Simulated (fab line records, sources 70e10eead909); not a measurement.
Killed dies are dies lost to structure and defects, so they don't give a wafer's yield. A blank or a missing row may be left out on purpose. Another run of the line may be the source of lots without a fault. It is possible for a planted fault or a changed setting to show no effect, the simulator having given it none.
Which tool was responsible? :: flow nandHarc :: 14 lots with 42 wafers sampled at 4 steps, on a route of 1302 steps

## WHAT THE GAUGES SHOWED, per wafer
No reading from a measuring or inspecting step in the record can be judged against a usual standard deviation.

## TOOL THAT RAN EACH LOT (tool first, then ch and the chambers of the sampled wafers, then the start)
lot: L143
NHARC_A_CHANNEL_HOLE_D1_ETCH_33: harEtch-01 ch 0,1, day 8 16:12
NHARC_A_CHANNEL_HOLE_D1_ETCH_44: rieDiel-06 ch 2,3, day 8 16:55
NHARC_A_CHANNEL_FILL_D1_ETCHBACK_19: rieSi-03 ch 0,1, day 9 18:25
NHARC_A_CHANNEL_FILL_D1_ETCHBACK_20: rieDiel-09 ch 0,2, day 9 18:32

lot: L144
NHARC_A_CHANNEL_HOLE_D1_ETCH_33: harEtch-02 ch 0,1, day 9 07:17
NHARC_A_CHANNEL_HOLE_D1_ETCH_44: rieDiel-02 ch 0,2,3, day 9 08:03
NHARC_A_CHANNEL_FILL_D1_ETCHBACK_19: rieSi-06 ch 0,2,3, day 10 10:52
NHARC_A_CHANNEL_FILL_D1_ETCHBACK_20: rieDiel-07 ch 0,1,3, day 10 10:59

lot: L145
NHARC_A_CHANNEL_HOLE_D1_ETCH_33: harEtch-01 ch 0,1, day 9 16:26
NHARC_A_CHANNEL_HOLE_D1_ETCH_44: rieDiel-06 ch 0,3, day 9 17:07
NHARC_A_CHANNEL_FILL_D1_ETCHBACK_19: rieSi-06 ch 1,2, day 10 19:12
NHARC_A_CHANNEL_FILL_D1_ETCHBACK_20: rieDiel-07 ch 0,3, day 10 19:19

lot: L146
NHARC_A_CHANNEL_HOLE_D1_ETCH_33: harEtch-02 ch 0,1, day 9 19:50
NHARC_A_CHANNEL_HOLE_D1_ETCH_44: rieDiel-04 ch 0,1, day 9 20:35
NHARC_A_CHANNEL_FILL_D1_ETCHBACK_19: rieSi-03 ch 0,1,2, day 10 19:11
NHARC_A_CHANNEL_FILL_D1_ETCHBACK_20: rieDiel-10 ch 0,3, day 10 19:19

lot: L147
NHARC_A_CHANNEL_HOLE_D1_ETCH_33: harEtch-02 ch 0,1, day 10 04:28
NHARC_A_CHANNEL_HOLE_D1_ETCH_44: rieDiel-06 ch 0,1, day 10 05:11
NHARC_A_CHANNEL_FILL_D1_ETCHBACK_19: rieSi-03 ch 2,3, day 11 06:29
NHARC_A_CHANNEL_FILL_D1_ETCHBACK_20: rieDiel-07 ch 1,2,3, day 11 06:37

lot: L148
NHARC_A_CHANNEL_HOLE_D1_ETCH_33: harEtch-01 ch 0,1, day 10 15:14
NHARC_A_CHANNEL_HOLE_D1_ETCH_44: rieDiel-06 ch 0,1, day 10 15:58
NHARC_A_CHANNEL_FILL_D1_ETCHBACK_19: rieSi-04 ch 1,2, day 11 17:25
NHARC_A_CHANNEL_FILL_D1_ETCHBACK_20: rieDiel-09 ch 0,1,3, day 11 17:32

lot: L150
NHARC_A_CHANNEL_HOLE_D1_ETCH_33: harEtch-01 ch 0,1, day 11 07:38
NHARC_A_CHANNEL_HOLE_D1_ETCH_44: rieDiel-06 ch 1,3, day 11 08:55
NHARC_A_CHANNEL_FILL_D1_ETCHBACK_19: rieSi-03 ch 2,3, day 12 13:36
NHARC_A_CHANNEL_FILL_D1_ETCHBACK_20: rieDiel-07 ch 0,1,2, day 12 13:44

lot: L151
NHARC_A_CHANNEL_HOLE_D1_ETCH_33: harEtch-01 ch 0,1, day 12 07:09
NHARC_A_CHANNEL_HOLE_D1_ETCH_44: rieDiel-06 ch 1,2,3, day 12 07:56
NHARC_A_CHANNEL_FILL_D1_ETCHBACK_19: rieSi-03 ch 2,3, day 13 11:05
NHARC_A_CHANNEL_FILL_D1_ETCHBACK_20: rieDiel-10 ch 0,3, day 13 11:13

lot: L152
NHARC_A_CHANNEL_HOLE_D1_ETCH_33: harEtch-02 ch 0,1, day 12 18:52
NHARC_A_CHANNEL_HOLE_D1_ETCH_44: rieDiel-06 ch 0,2,3, day 12 19:35
NHARC_A_CHANNEL_FILL_D1_ETCHBACK_19: rieSi-06 ch 0,2,3, day 13 20:43
NHARC_A_CHANNEL_FILL_D1_ETCHBACK_20: rieDiel-09 ch 2,3, day 13 20:50

lot: L160
NHARC_A_CHANNEL_HOLE_D1_ETCH_33: harEtch-01 ch 0,1, day 15 14:14
NHARC_A_CHANNEL_HOLE_D1_ETCH_44: rieDiel-04 ch 0,1,3, day 15 15:28
NHARC_A_CHANNEL_FILL_D1_ETCHBACK_19: rieSi-03 ch 0,1,2, day 16 22:40
NHARC_A_CHANNEL_FILL_D1_ETCHBACK_20: rieDiel-09 ch 0,1,3, day 16 22:47

lot: L162
NHARC_A_CHANNEL_HOLE_D1_ETCH_33: harEtch-02 ch 0,1, day 16 11:30
NHARC_A_CHANNEL_HOLE_D1_ETCH_44: rieDiel-06 ch 0,1,3, day 16 12:13
NHARC_A_CHANNEL_FILL_D1_ETCHBACK_19: rieSi-03 ch 0,2,3, day 17 11:09
NHARC_A_CHANNEL_FILL_D1_ETCHBACK_20: rieDiel-09 ch 0,2,3, day 17 11:17

lot: L164
NHARC_A_CHANNEL_HOLE_D1_ETCH_33: harEtch-01 ch 0,1, day 17 06:14
NHARC_A_CHANNEL_HOLE_D1_ETCH_44: rieDiel-02 ch 0,1,3, day 17 07:00
NHARC_A_CHANNEL_FILL_D1_ETCHBACK_19: rieSi-06 ch 0,1,2, day 18 08:53
NHARC_A_CHANNEL_FILL_D1_ETCHBACK_20: rieDiel-07 ch 0,1,3, day 18 09:01

lot: L166
NHARC_A_CHANNEL_HOLE_D1_ETCH_33: harEtch-01 ch 0,1, day 18 07:58
NHARC_A_CHANNEL_HOLE_D1_ETCH_44: rieDiel-04 ch 1,2,3, day 18 08:49
NHARC_A_CHANNEL_FILL_D1_ETCHBACK_19: rieSi-04 ch 0,1, day 19 12:43
NHARC_A_CHANNEL_FILL_D1_ETCHBACK_20: rieDiel-07 ch 0,2,3, day 19 12:51

lot: L165
NHARC_A_CHANNEL_HOLE_D1_ETCH_33: harEtch-02 ch 0,1, day 18 08:52
NHARC_A_CHANNEL_HOLE_D1_ETCH_44: rieDiel-06 ch 0,1,2, day 18 09:38
NHARC_A_CHANNEL_FILL_D1_ETCHBACK_19: rieSi-06 ch 2,3, day 19 12:42
NHARC_A_CHANNEL_FILL_D1_ETCHBACK_20: rieDiel-10 ch 2,3, day 19 12:50
- NHARC_A_CHANNEL_HOLE_D1_ETCH_33: etches the open film in C4F8/O2/Ar, time 90 s, target depth 400 nm.
- NHARC_A_CHANNEL_HOLE_D1_ETCH_44: etches the open film in CF4/O2, target depth 140 nm, overetch 14 nm, time 77 s.
- NHARC_A_CHANNEL_FILL_D1_ETCHBACK_19: etches the open film in HBr/Cl2, target depth 5 nm, time 1.7 s.
- NHARC_A_CHANNEL_FILL_D1_ETCHBACK_20: etches the open film in C4F8/O2/Ar, target depth 27 nm, time 13.5 s.

## WHAT THE TOOLS THEMSELVES READ (means of the sampled wafers that have a number; where no wafer has one, the mark that the record gives instead)
NHARC_A_CHANNEL_HOLE_D1_ETCH_33. Usual: drypumpMotorCurrentA 5.82 A, standard deviation 0.13; mfcArSccm 374.9 sccm, standard deviation 1.2; showerheadPlenumPTorr 3.69 Torr, standard deviation 0.19; throttleValvePct 27.620 %, standard deviation 0.0095.
lot: L143
tool: harEtch-01
drypumpMotorCurrentA (A): 5.87
mfcArSccm (sccm): 374.3
showerheadPlenumPTorr (Torr): 3.74
throttleValvePct (%): 27.629
flag: 

lot: L144
tool: harEtch-02
drypumpMotorCurrentA (A): 5.81
mfcArSccm (sccm): 374.6
showerheadPlenumPTorr (Torr): 3.45
throttleValvePct (%): 27.620
flag: 

lot: L145
tool: harEtch-01
drypumpMotorCurrentA (A): 5.90
mfcArSccm (sccm): 375.3
showerheadPlenumPTorr (Torr): 3.69
throttleValvePct (%): 27.618
flag: 

lot: L146
tool: harEtch-02
drypumpMotorCurrentA (A): 5.72
mfcArSccm (sccm): 374.3
showerheadPlenumPTorr (Torr): 3.44
throttleValvePct (%): 27.612
flag: 

lot: L147
tool: harEtch-02
drypumpMotorCurrentA (A): 5.82
mfcArSccm (sccm): 374.7
showerheadPlenumPTorr (Torr): 3.45
throttleValvePct (%): 27.621
flag: 

lot: L148
tool: harEtch-01
drypumpMotorCurrentA (A): 5.86
mfcArSccm (sccm): 374.4
showerheadPlenumPTorr (Torr): 3.72
throttleValvePct (%): 27.619
flag: 

lot: L150
tool: harEtch-01
drypumpMotorCurrentA (A): 5.89
mfcArSccm (sccm): 373.9
showerheadPlenumPTorr (Torr): 3.72
throttleValvePct (%): 27.623
flag: 

lot: L151
tool: harEtch-01
drypumpMotorCurrentA (A): 5.93
mfcArSccm (sccm): 375.6
showerheadPlenumPTorr (Torr): 3.67
throttleValvePct (%): 27.623
flag: 

lot: L152
tool: harEtch-02
drypumpMotorCurrentA (A): 5.71
mfcArSccm (sccm): 375.0
showerheadPlenumPTorr (Torr): 3.80
throttleValvePct (%): 27.619
flag: 

lot: L160
tool: harEtch-01
drypumpMotorCurrentA (A): 5.95
mfcArSccm (sccm): 375.1
showerheadPlenumPTorr (Torr): 3.64
throttleValvePct (%): 27.620
flag: 

lot: L162
tool: harEtch-02
drypumpMotorCurrentA (A): 5.73
mfcArSccm (sccm): 373.3
showerheadPlenumPTorr (Torr): 3.95
throttleValvePct (%): 27.624
flag: 

lot: L164
tool: harEtch-01
drypumpMotorCurrentA (A): 5.87
mfcArSccm (sccm): 376.0
showerheadPlenumPTorr (Torr): 3.67
throttleValvePct (%): 27.609
flag: 

lot: L166
tool: harEtch-01
drypumpMotorCurrentA (A): 5.92
mfcArSccm (sccm): 374.7
showerheadPlenumPTorr (Torr): 3.62
throttleValvePct (%): 27.617
flag: 

lot: L165
tool: harEtch-02
drypumpMotorCurrentA (A): 5.73
mfcArSccm (sccm): 374.4
showerheadPlenumPTorr (Torr): 3.94
throttleValvePct (%): 27.612
flag: 

NHARC_A_CHANNEL_HOLE_D1_ETCH_44. Usual: biasW 100.0 W, standard deviation 0.31; drypumpMotorCurrentA 5.8 A, standard deviation 0.38; mfcArSccm 0.007 sccm, standard deviation 0.0096; oes_f_703_au 1.000 a.u., standard deviation 0.0048; oesProductAu 1.001 a.u., standard deviation 0.0084; rfVppV 197.5 V, standard deviation 1.3; showerheadPlenumPTorr 1.31 Torr, standard deviation 0.051; throttleValvePct 13.398 %, standard deviation 0.0084.
lot: L143
tool: rieDiel-06
biasW (W): 99.6
drypumpMotorCurrentA (A): 5.9
mfcArSccm (sccm): 0.000
oes_f_703_au (a.u.): 1.002
oesProductAu (a.u.): 1.006
rfVppV (V): 197.1
showerheadPlenumPTorr (Torr): 1.29
throttleValvePct (%): 13.402
flag: 

lot: L144
tool: rieDiel-02
biasW (W): 99.9
drypumpMotorCurrentA (A): 5.6
mfcArSccm (sccm): 0.021
oes_f_703_au (a.u.): 1.002
oesProductAu (a.u.): 0.995
rfVppV (V): 197.5
showerheadPlenumPTorr (Torr): 1.32
throttleValvePct (%): 13.396
flag: 

lot: L145
tool: rieDiel-06
biasW (W): 100.0
drypumpMotorCurrentA (A): 6.2
mfcArSccm (sccm): 0.004
oes_f_703_au (a.u.): 0.998
oesProductAu (a.u.): 1.003
rfVppV (V): 197.6
showerheadPlenumPTorr (Torr): 1.29
throttleValvePct (%): 13.399
flag: 

lot: L146
tool: rieDiel-04
biasW (W): 99.9
drypumpMotorCurrentA (A): 5.6
mfcArSccm (sccm): 0.004
oes_f_703_au (a.u.): 1.001
oesProductAu (a.u.): 0.999
rfVppV (V): 199.0
showerheadPlenumPTorr (Torr): 1.40
throttleValvePct (%): 13.405
flag: 

lot: L147
tool: rieDiel-06
biasW (W): 100.0
drypumpMotorCurrentA (A): 5.9
mfcArSccm (sccm): 0.008
oes_f_703_au (a.u.): 1.000
oesProductAu (a.u.): 1.003
rfVppV (V): 197.4
showerheadPlenumPTorr (Torr): 1.30
throttleValvePct (%): 13.404
flag: 

lot: L148
tool: rieDiel-06
biasW (W): 100.3
drypumpMotorCurrentA (A): 5.8
mfcArSccm (sccm): 0.011
oes_f_703_au (a.u.): 1.000
oesProductAu (a.u.): 0.992
rfVppV (V): 197.3
showerheadPlenumPTorr (Torr): 1.33
throttleValvePct (%): 13.399
flag: 

lot: L150
tool: rieDiel-06
biasW (W): 99.5
drypumpMotorCurrentA (A): 6.0
mfcArSccm (sccm): 0.004
oes_f_703_au (a.u.): 0.996
oesProductAu (a.u.): 0.999
rfVppV (V): 197.5
showerheadPlenumPTorr (Torr): 1.32
throttleValvePct (%): 13.394
flag: 

lot: L151
tool: rieDiel-06
biasW (W): 99.9
drypumpMotorCurrentA (A): 5.7
mfcArSccm (sccm): 0.004
oes_f_703_au (a.u.): 1.000
oesProductAu (a.u.): 0.993
rfVppV (V): 197.6
showerheadPlenumPTorr (Torr): 1.30
throttleValvePct (%): 13.401
flag: 

lot: L152
tool: rieDiel-06
biasW (W): 100.3
drypumpMotorCurrentA (A): 5.9
mfcArSccm (sccm): 0.002
oes_f_703_au (a.u.): 1.003
oesProductAu (a.u.): 1.006
rfVppV (V): 196.6
showerheadPlenumPTorr (Torr): 1.27
throttleValvePct (%): 13.388
flag: 

lot: L160
tool: rieDiel-04
biasW (W): 99.9
drypumpMotorCurrentA (A): 5.4
mfcArSccm (sccm): 0.005
oes_f_703_au (a.u.): 0.998
oesProductAu (a.u.): 0.996
rfVppV (V): 199.4
showerheadPlenumPTorr (Torr): 1.36
throttleValvePct (%): 13.400
flag: 

lot: L162
tool: rieDiel-06
biasW (W): 99.9
drypumpMotorCurrentA (A): 6.0
mfcArSccm (sccm): 0.006
oes_f_703_au (a.u.): 1.000
oesProductAu (a.u.): 1.003
rfVppV (V): 197.5
showerheadPlenumPTorr (Torr): 1.31
throttleValvePct (%): 13.403
flag: 

lot: L164
tool: rieDiel-02
biasW (W): 100.1
drypumpMotorCurrentA (A): 5.5
mfcArSccm (sccm): 0.023
oes_f_703_au (a.u.): 0.999
oesProductAu (a.u.): 1.006
rfVppV (V): 198.2
showerheadPlenumPTorr (Torr): 1.34
throttleValvePct (%): 13.397
flag: 

lot: L166
tool: rieDiel-04
biasW (W): 99.8
drypumpMotorCurrentA (A): 5.6
mfcArSccm (sccm): 0.005
oes_f_703_au (a.u.): 0.999
oesProductAu (a.u.): 1.010
rfVppV (V): 198.1
showerheadPlenumPTorr (Torr): 1.35
throttleValvePct (%): 13.395
flag: 

lot: L165
tool: rieDiel-06
biasW (W): 100.1
drypumpMotorCurrentA (A): 5.7
mfcArSccm (sccm): 0.006
oes_f_703_au (a.u.): 1.001
oesProductAu (a.u.): 0.997
rfVppV (V): 196.5
showerheadPlenumPTorr (Torr): 1.29
throttleValvePct (%): 13.403
flag: 

NHARC_A_CHANNEL_FILL_D1_ETCHBACK_19. Usual: biasW 99.97 W, standard deviation 0.3; drypumpMotorCurrentA 5.6 A, standard deviation 0.35; oesProductAu 1.000 a.u., standard deviation 0.0074; throttleValvePct 26.404 %, standard deviation 0.0092.
lot: L143
tool: rieSi-03
biasW (W): 99.85
drypumpMotorCurrentA (A): 5.6
oesProductAu (a.u.): 0.993
throttleValvePct (%): 26.402
flag: 

lot: L144
tool: rieSi-06
biasW (W): 99.77
drypumpMotorCurrentA (A): 5.5
oesProductAu (a.u.): 0.999
throttleValvePct (%): 26.400
flag: 

lot: L145
tool: rieSi-06
biasW (W): 100.47
drypumpMotorCurrentA (A): 5.5
oesProductAu (a.u.): 1.008
throttleValvePct (%): 26.404
flag: 

lot: L146
tool: rieSi-03
biasW (W): 99.92
drypumpMotorCurrentA (A): 5.4
oesProductAu (a.u.): 0.999
throttleValvePct (%): 26.406
flag: 

lot: L147
tool: rieSi-03
biasW (W): 99.88
drypumpMotorCurrentA (A): 5.6
oesProductAu (a.u.): 1.002
throttleValvePct (%): 26.407
flag: 

lot: L148
tool: rieSi-04
biasW (W): 99.99
drypumpMotorCurrentA (A): 6.3
oesProductAu (a.u.): 0.996
throttleValvePct (%): 26.407
flag: 

lot: L150
tool: rieSi-03
biasW (W): 100.12
drypumpMotorCurrentA (A): 5.4
oesProductAu (a.u.): 0.997
throttleValvePct (%): 26.403
flag: 

lot: L151
tool: rieSi-03
biasW (W): 99.80
drypumpMotorCurrentA (A): 5.6
oesProductAu (a.u.): 1.004
throttleValvePct (%): 26.406
flag: 

lot: L152
tool: rieSi-06
biasW (W): 99.75
drypumpMotorCurrentA (A): 5.5
oesProductAu (a.u.): 1.004
throttleValvePct (%): 26.408
flag: 

lot: L160
tool: rieSi-03
biasW (W): 99.77
drypumpMotorCurrentA (A): 5.4
oesProductAu (a.u.): 0.916
throttleValvePct (%): 26.393
flag: OFF

lot: L162
tool: rieSi-03
biasW (W): 99.81
drypumpMotorCurrentA (A): 5.4
oesProductAu (a.u.): 0.917
throttleValvePct (%): 26.397
flag: OFF

lot: L164
tool: rieSi-06
biasW (W): 99.89
drypumpMotorCurrentA (A): 5.7
oesProductAu (a.u.): 1.002
throttleValvePct (%): 26.396
flag: 

lot: L166
tool: rieSi-04
biasW (W): 99.59
drypumpMotorCurrentA (A): 5.7
oesProductAu (a.u.): 0.993
throttleValvePct (%): 26.405
flag: 

lot: L165
tool: rieSi-06
biasW (W): 99.73
drypumpMotorCurrentA (A): 5.4
oesProductAu (a.u.): 1.000
throttleValvePct (%): 26.410
flag: 

NHARC_A_CHANNEL_FILL_D1_ETCHBACK_20. Usual: biasW 1500 W, standard deviation 4.6; oesProductAu 0.96 a.u., standard deviation 0.034; rfVppV 979 V, standard deviation 5.5.
lot: L143
tool: rieDiel-09
biasW (W): 1501
oesProductAu (a.u.): 1.00
rfVppV (V): 982
flag: 

lot: L144
tool: rieDiel-07
biasW (W): 1500
oesProductAu (a.u.): 0.94
rfVppV (V): 982
flag: 

lot: L145
tool: rieDiel-07
biasW (W): 1501
oesProductAu (a.u.): 0.93
rfVppV (V): 987
flag: 

lot: L146
tool: rieDiel-10
biasW (W): 1502
oesProductAu (a.u.): 0.93
rfVppV (V): 976
flag: 

lot: L147
tool: rieDiel-07
biasW (W): 1500
oesProductAu (a.u.): 0.93
rfVppV (V): 982
flag: 

lot: L148
tool: rieDiel-09
biasW (W): 1497
oesProductAu (a.u.): 0.93
rfVppV (V): 977
flag: 

lot: L150
tool: rieDiel-07
biasW (W): 1503
oesProductAu (a.u.): 0.93
rfVppV (V): 981
flag: 

lot: L151
tool: rieDiel-10
biasW (W): 1506
oesProductAu (a.u.): 1.01
rfVppV (V): 980
flag: 

lot: L152
tool: rieDiel-09
biasW (W): 1496
oesProductAu (a.u.): 0.94
rfVppV (V): 977
flag: 

lot: L160
tool: rieDiel-09
biasW (W): 1501
oesProductAu (a.u.): 0.93
rfVppV (V): 978
flag: 

lot: L162
tool: rieDiel-09
biasW (W): 1504
oesProductAu (a.u.): 0.99
rfVppV (V): 980
flag: 

lot: L164
tool: rieDiel-07
biasW (W): 1502
oesProductAu (a.u.): 0.92
rfVppV (V): 982
flag: 

lot: L166
tool: rieDiel-07
biasW (W): 1500
oesProductAu (a.u.): 0.93
rfVppV (V): 987
flag: 

lot: L165
tool: rieDiel-10
biasW (W): 1502
oesProductAu (a.u.): 1.00
rfVppV (V): 971
flag: 

## THE ANSWER, worked out from the rows above alone
Rule: a lot is off if the mean of its wafers that have a number lies more than 3 standard deviations from the usual mean. Also off: a lot with no number at a reading for which 4 or more lots have one. All remaining lots with rows at the step are treated as sound. The gauges are gone through in route order, then the tools' own readings, and for those a lot's mean is taken as printed above. At the first step where some lot is off, the reading lying furthest off is the one used; lots without a number count as furthest.
Off at NHARC_A_CHANNEL_FILL_D1_ETCHBACK_19 (oesProductAu): L160, L162.
If a tool, at that step or one of the process steps before it, ran each lot that is off and ran no sound lot following the first of them, it fits. One fits: NHARC_A_CHANNEL_FILL_D1_ETCHBACK_19 on rieSi-03. Its last sound lot is L151 (day 13 11:05), its first lot that is off L160 (day 16 22:40): a fault that began between those two fits.
On the lots that are off, the tool's own readings at NHARC_A_CHANNEL_FILL_D1_ETCHBACK_19 differ by more than 5 times the standard deviation of the sound lots' means, which bears it out; oesProductAu reads 0.917 a.u. there versus 1.000 a.u. on the sound lots.

## WHAT HAD BEEN PUT IN BY THE SIMULATOR
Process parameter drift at NHARC_A_CHANNEL_FILL_D1_ETCHBACK_19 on rieSi-03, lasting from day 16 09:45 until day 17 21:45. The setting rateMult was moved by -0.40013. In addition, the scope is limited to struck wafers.
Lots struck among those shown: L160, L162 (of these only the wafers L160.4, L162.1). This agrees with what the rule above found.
